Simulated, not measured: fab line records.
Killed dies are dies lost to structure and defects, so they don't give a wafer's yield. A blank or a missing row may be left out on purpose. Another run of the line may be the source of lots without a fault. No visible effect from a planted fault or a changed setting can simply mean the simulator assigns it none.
Struck lot and sound lot, side by side / flow n5-finfet / 36 out of 1938 route steps
Sound: these wafers, L628.2, L628.4, L628.5. Struck: wafer L618.2; the same lot's L618.3 was not struck, so it is left out; see the end for the cause.
Per side, at each step with rows, come the tool, then ch with its chambers, and then its first start. Under that, the readings that differ: sound wafers / struck wafers / difference of the means / sigmas: that difference in standard deviations of wafers without a fault.
alike: same words and numbers on both sides, and readings whose means sit less than 2 such deviations apart. not compared: any withheld reading, any reading some wafer has no value for, any bound like >300 that may hide the same value, and any number with overlapping values for which the record gives no deviation.
The two part at a step that has a row with sigmas, a row that says differs or no value, or rows on one side only. Numbers that don't overlap but have no deviation are shown without sigmas and don't part them. A reading missing from all wafers of one side parts the sides only when that side holds two or more wafers.

first, 9 steps without rows for these wafers: N5_BEOL_M4_ANNEAL_95 (time 240 s); N5_BEOL_M4_SPUTTER_96 (material Cu, target thk 4.5 nm, time 8.29 s); N5_BEOL_M4_ECD_50 (material Cu, target thk 300 nm); N5_BEOL_M4_ANNEAL_51 (time 90 s); N5_BEOL_M4_CMP_52 (polishes, stops on SiOC, t overpolish 6.8 s, target thk 40 nm); N5_BEOL_M4_PRE_CLEAN_60 (time 15 s); N5_BEOL_M4_CO_CAP_55 (material Co, precursor CCTBA/H2, target thk 2 nm, time 102.1 s); N5_BEOL_M4_PRE_CLEAN_56 (time 15 s); N5_BEOL_M4_DEP_57 (deposits SiCN from 3MS/NH3, target thk 8 nm, time 14 s).
N5_BEOL_M4_RC_MEAS_101:
  sound on prober-02 ch 0, day 14 22:04; struck on prober-02 ch 0, day 11 11:49
  alike: DIBL_N, DIBL_P, IOFF_N, IOFF_P, ION_N, ION_P, SS_N, SS_P, VT_N, VT_P
then, 24 steps without rows for these wafers: N5_BEOL_M5_ILD_DEP_00 (deposits SiCOH lowk from DEMS/porogen, target thk 140.64 nm, time 25.9 s); N5_BEOL_M5_CURE_79 (cures SiCOH lowk, time 240 s); N5_BEOL_M5_PECVD_70 (deposits SiO2 from TEOS/O2, target thk 16 nm, time 18 s); N5_BEOL_M5_HM_DEP_02 (deposits TiN, target thk 20 nm); N5_BEOL_M5_COAT_59 (time 60 s, resist thk 60 nm); N5_BEOL_M5_COAT_60 (time 60 s, resist thk 12 nm); N5_BEOL_M5_COAT_71 (time 60 s, resist thk 5 nm); N5_BEOL_M5_COAT_05 (resist thk 30 nm); N5_BEOL_M5_EBR_07; N5_BEOL_M5_SOFTBAKE_06 (time 60 s); N5_BEOL_M5_EXPOSE_08 (exposes mask M5, target cd 28 nm); N5_BEOL_M5_PEB_09 (peb time 60 s); N5_BEOL_M5_DEVELOP_10 (develop time 30 s); N5_BEOL_M5_DESCUM_16 (chemistry O2, time 7 s); N5_BEOL_M5_ETCH_72 (etches underlayer in N2/H2, target depth 6.5 nm, time 5.2 s); N5_BEOL_M5_ETCH_61 (etches SiARC in CF4, target depth 15.6 nm, time 26 s); N5_BEOL_M5_ETCH_62 (etches SOC in N2/H2, target depth 75 nm, overetch 15 nm, time 112.5 s); N5_BEOL_M5_STRIP_63 (strips in N2/H2); N5_BEOL_M5_STRIP_73 (strips in N2/H2); N5_BEOL_M5_STRIP_64 (strips in CF4); N5_BEOL_M5_HM_OPEN_17 (chemistry Cl2/BCl3, target TiN, target depth 20 nm, overetch 6 nm); N5_BEOL_M5_STRIP_19 (strips in O2); N5_BEOL_M5_COAT_65 (time 60 s, resist thk 60 nm); N5_BEOL_M5_COAT_66 (time 60 s, resist thk 12 nm).
-- record jumps: 2 days separate the struck wafers' starts on either side; left off in module BEOL_M5, taken up again in module BEOL_M11, whose first shown step is the route's number 1575 --
N5_BEOL_M11_VIA_ETCH_34: etches SiCOH lowk in C4F6/O2, target depth 184.5 nm, time 69.2 s.
  sound on rie-diel-04 ch 1, day 18 02:45; struck on rie-diel-04 ch 0, day 13 21:56
reading=bias-w (W); sound=184.3 184.0 184.2; struck=185.8; difference=+1.6; sigmas=+3
reading=drypump-motor-current-A (A); sound=6.1 6.1 6.2; struck=5.1; difference=-1.0; sigmas=-2
reading=model.etch.depth-nm (nm); sound=184.4 183.7 183.4; struck=140.9; difference=-42.9; sigmas=
reading=model.SOC_of_BEOL_M11_COAT_63.thk-nm (nm); sound=91.4 91.8 91.4; struck=93.6; difference=+2.1; sigmas=
  alike: O2_flow_sccm, mfc-ar-sccm, oes-product-au, rf-vpp-V, showerhead-plenum-p-Torr, throttle-valve-pct
  not compared: rf-hours-counter-h
N5_PASSIVATION_PROBE_49:
  record: rows for the struck wafers here (prober-02, day 15 15:27), none for the sound ones

== WHERE THEY PART ==
First at N5_BEOL_M11_VIA_ETCH_34; last, within this record, at N5_PASSIVATION_PROBE_49.

WHY: whatever the simulator had introduced
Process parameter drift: rie-diel-04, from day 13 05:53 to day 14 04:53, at N5_BEOL_M11_VIA_ETCH_34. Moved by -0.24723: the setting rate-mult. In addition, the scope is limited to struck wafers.
